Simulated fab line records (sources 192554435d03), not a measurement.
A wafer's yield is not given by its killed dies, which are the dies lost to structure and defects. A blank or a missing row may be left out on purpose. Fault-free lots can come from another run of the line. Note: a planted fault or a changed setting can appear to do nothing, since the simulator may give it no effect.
Chamber matching :: flow n5-finfet :: 4 sister chambers for N5_BEOL_M0_SAQP_MANDREL2_REMOVE_110 on rie-si-02
The step chemistry HBr/Cl2/O2, target a-Si, stops on SiCN, bt time 10 s. 4 wafers are shown with their chamber, then 12 later ones without.

== WAFERS WITH THEIR CHAMBER ==
wafer: L090.6
chamber: 2
throttle-valve-pct (%): 36.0

wafer: L093.1
chamber: 3
throttle-valve-pct (%): 37.0

wafer: L093.2
chamber: 1
throttle-valve-pct (%): 36.7

wafer: L093.3
chamber: 0
throttle-valve-pct (%): 36.3

== WAFERS WITHOUT THEIR CHAMBER ==
wafer: L093.4
throttle-valve-pct (%): 36.0

wafer: L093.5
throttle-valve-pct (%): 36.0

wafer: L093.6
throttle-valve-pct (%): 36.7

wafer: L095.1
throttle-valve-pct (%): 36.7

wafer: L095.3
throttle-valve-pct (%): 36.0

wafer: L095.4
throttle-valve-pct (%): 37.0

wafer: L097.1
throttle-valve-pct (%): 36.7

wafer: L097.2
throttle-valve-pct (%): 37.0

wafer: L097.3
throttle-valve-pct (%): 36.0

wafer: L097.4
throttle-valve-pct (%): 36.3

wafer: L097.5
throttle-valve-pct (%): 36.0

wafer: L097.6
throttle-valve-pct (%): 36.9

== WHICH CHAMBER EACH ONE RAN IN ==
wafer: L093.4
from the rows above: 2
in truth: 2

wafer: L093.5
from the rows above: 2
in truth: 2

wafer: L093.6
from the rows above: 1
in truth: 1

wafer: L095.1
from the rows above: 1
in truth: 1

wafer: L095.3
from the rows above: 2
in truth: 2

wafer: L095.4
from the rows above: 3
in truth: 3

wafer: L097.1
from the rows above: 1
in truth: 1

wafer: L097.2
from the rows above: 3
in truth: 3

wafer: L097.3
from the rows above: 2
in truth: 2

wafer: L097.4
from the rows above: 0
in truth: 0

wafer: L097.5
from the rows above: 2
in truth: 2

wafer: L097.6
from the rows above: 3
in truth: 3
Placed correctly: 12 of 12. Can't be placed from these rows: 0. Placed wrongly: 0.
How it was worked out, from the rows above alone: a wafer's distance from a chamber is the root of the sum, over the readings, of the square of ((its reading less the chamber's mean) divided by the reading's scatter). If the next closest chamber is less than 2 further off than the closest, the wafer can't be placed; otherwise it belongs to the closest. A chamber's mean is the mean of its shown wafers. The scatter: with one shown wafer a chamber, the root of the mean of the squares of how far each hidden wafer lies from its nearest shown one.
